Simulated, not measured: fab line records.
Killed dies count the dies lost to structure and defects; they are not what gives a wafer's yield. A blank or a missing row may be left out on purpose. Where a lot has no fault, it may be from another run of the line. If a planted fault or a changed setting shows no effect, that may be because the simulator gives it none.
Problem report, 8D (eight disciplines) form, completed by code :: flow nand harc :: the parts of the form that need people (team, actions taken, sign-off) are left out

## 1. THE ISSUE
At NHARC_END_SORT_01, killed at array averages 645 over 3 wafers from 2 lots, while fault-free wafers read 47, standard deviation 18. Measured from the usual mean, that is +33 standard deviations.
Seen first at day 29 15:40 on prober-02, wafer L323.4. At this step, 12 wafers from 4 lots have a number in the record. Rule for "out", or "out of limits": more than 4 standard deviations from the usual mean. Any other wafer with a number is counted as sound.

## 2. WHAT IT IS; WHAT IT IS NOT
question: which readings at this step
is: killed at array, killed dies
is not: killed at other

question: which lots
is: L323, L326
is not: L325, L334

question: which wafers of those lots
is: L323.4, L326.1, L326.4
is not: L323.3, L323.6, L326.3

question: read on which gauges
is: prober-02
is not: prober-01

question: when
is: from day 29 15:40
is not: up to then (1 sound wafer); but 8 sound wafers of L323, L325, L326, L334 came after

## 3. SUSPECTS, AND WHAT RULES EACH OUT
Counting: any tool at a process step up to the reading remains a suspect provided it ran every lot that is out. Sound lots after the first of them don't rule it out here, since some wafers of a struck lot are sound.
- the gauge at NHARC_END_SORT_01 has been ruled out. All the wafers that are out were read on prober-02, but those of them that NHARC_A_SLIT_ETCH_15 has rows for are out there too, on other tools.
- rie diel-13 at NHARC_A_SLIT_ETCH_24 (etches the open film in CF4/CHF3, target depth 121 nm, time 60.5 s): kept. It ran every lot that is out, first L323 (day 24 20:43).
- rie diel-13 at NHARC_A_SLIT_ETCH_15 (etches the open film in O2/COS, target depth 6200 nm, time 1612 s): kept. It ran every lot that is out, first L323 (day 24 20:55). Its own run length s readings are out on those wafers.
- har etch-02 at NHARC_A_SLIT_ETCH_26 (etches the open film in C4F8/O2/Ar, time 90 s, target depth 400 nm): kept. It ran every lot that is out, first L323 (day 25 03:49).
- rie diel-13 at NHARC_A_SLIT_ETCH_29 (etches the open film in CF4/O2, target depth 100 nm, overetch 10 nm, time 55 s): kept. It ran every lot that is out, first L323 (day 25 04:39).
- Within har etch-02 at NHARC_A_SLIT_ETCH_26: the wafers that are out ran in chamber 0; their sound lot-mates ran in chamber 1.
Left after counting: rie diel-13 at NHARC_A_SLIT_ETCH_24, rie diel-13 at NHARC_A_SLIT_ETCH_15, har etch-02 at NHARC_A_SLIT_ETCH_26, rie diel-13 at NHARC_A_SLIT_ETCH_29.

## 4. THE CAUSE (what the simulator had put in)
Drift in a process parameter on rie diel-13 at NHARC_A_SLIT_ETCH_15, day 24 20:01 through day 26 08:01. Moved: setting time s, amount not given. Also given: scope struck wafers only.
Counting left 4 suspects, and this tool is among them.

## 5. SEQUENCE OF EFFECTS, ordered by route
Each row: a reading whose mean over the struck wafers that have a number lies more than 3 standard deviations from the usual. Readings are gone through only where the record gives a usual standard deviation; hours: the median, over the lots, of the time from a lot's start at the first step in this table giving one to that lot's start at this step; sigmas: the change measured in usual standard deviations.
hours: 0
step: NHARC_A_SLIT_ETCH_15
reading: run length s
usual: 1633.2 s
on struck wafers: 1210.6
change: -422.6
sigmas: -99 or more

hours: 119
step: NHARC_END_SORT_01
reading: killed at array
usual: 47
on struck wafers: 645
change: +598
sigmas: +33

hours: 119
step: NHARC_END_SORT_01
reading: killed dies
usual: 52
on struck wafers: 654
change: +602
sigmas: +33
Its process steps:
- NHARC_A_SLIT_ETCH_15: etches the open film in O2/COS, target depth 6200 nm, time 1612 s.

## 6. HOW IT WOULD HAVE BEEN CAUGHT EARLIER
The first out-of-limits reading at a measuring or inspecting step in this record came at day 29 15:40, 116 hours after the fault's start at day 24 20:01.
Tool's own readings at NHARC_A_SLIT_ETCH_15, run length s: out on all struck wafers the step has rows for; an alarm limit on them would have tripped on the first.
Each of the lots that are out, 2 in all, had begun NHARC_A_SLIT_ETCH_15 on rie diel-13 no later than day 29 15:40. Holding the tool at that point would not have protected any of them.
